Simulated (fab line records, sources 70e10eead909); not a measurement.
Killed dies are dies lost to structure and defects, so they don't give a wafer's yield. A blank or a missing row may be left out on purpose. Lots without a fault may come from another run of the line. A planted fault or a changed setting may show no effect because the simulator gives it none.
Chamber matching | flow nand_harc | NHARC_P_M1_PRE_CLEAN_32 on pecvd-02: 3 sister chambers
The step time 12 s. 6 wafers are shown with their chamber, then 12 later ones without.

WAFERS WITH THEIR CHAMBER
wafer  | chamber | heater_power_w (W)
L082.4 | 0       | 550
L084.3 | 0       | 526
L084.6 | 2       | 806
L083.1 | 1       | 588
L083.2 | 2       | 763
L083.6 | 1       | 588

WAFERS WITHOUT THEIR CHAMBER
wafer  | heater_power_w (W)
L085.2 | 532
L085.3 | 622
L085.6 | 751
L091.4 | 777
L091.5 | 587
L091.6 | 575
L092.3 | 764
L092.4 | 612
L092.6 | 756
L094.4 | 626
L094.5 | 639
L094.6 | 747

WHICH CHAMBER EACH WENT THROUGH
wafer  | from the rows above     | in truth
L085.2 | 0                       | 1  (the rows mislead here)
L085.3 | 1                       | 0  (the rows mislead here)
L085.6 | 2                       | 2
L091.4 | 2                       | 2
L091.5 | 1                       | 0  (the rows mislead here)
L091.6 | can't be placed: 1 or 0 | 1
L092.3 | 2                       | 2
L092.4 | 1                       | 1
L092.6 | 2                       | 2
L094.4 | 1                       | 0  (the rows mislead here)
L094.5 | 1                       | 1
L094.6 | 2                       | 2
Placed correctly: 7 of 12. Can't be placed from these rows: 1 (the true chamber is among the candidates in 1). Placed wrongly: 4.
How it was worked out, from the rows above alone: a wafer's distance from a chamber is the root of the sum, over the readings, of the square of ((its reading less the chamber's mean) divided by the reading's scatter). The wafer belongs to the nearest chamber; if the next one is less than 2 further off, it can't be placed. A chamber's mean is the mean of its shown wafers. The scatter: the root of (the sum of the squares of (reading less its chamber's mean) over the shown wafers, divided by (wafers less chambers)).
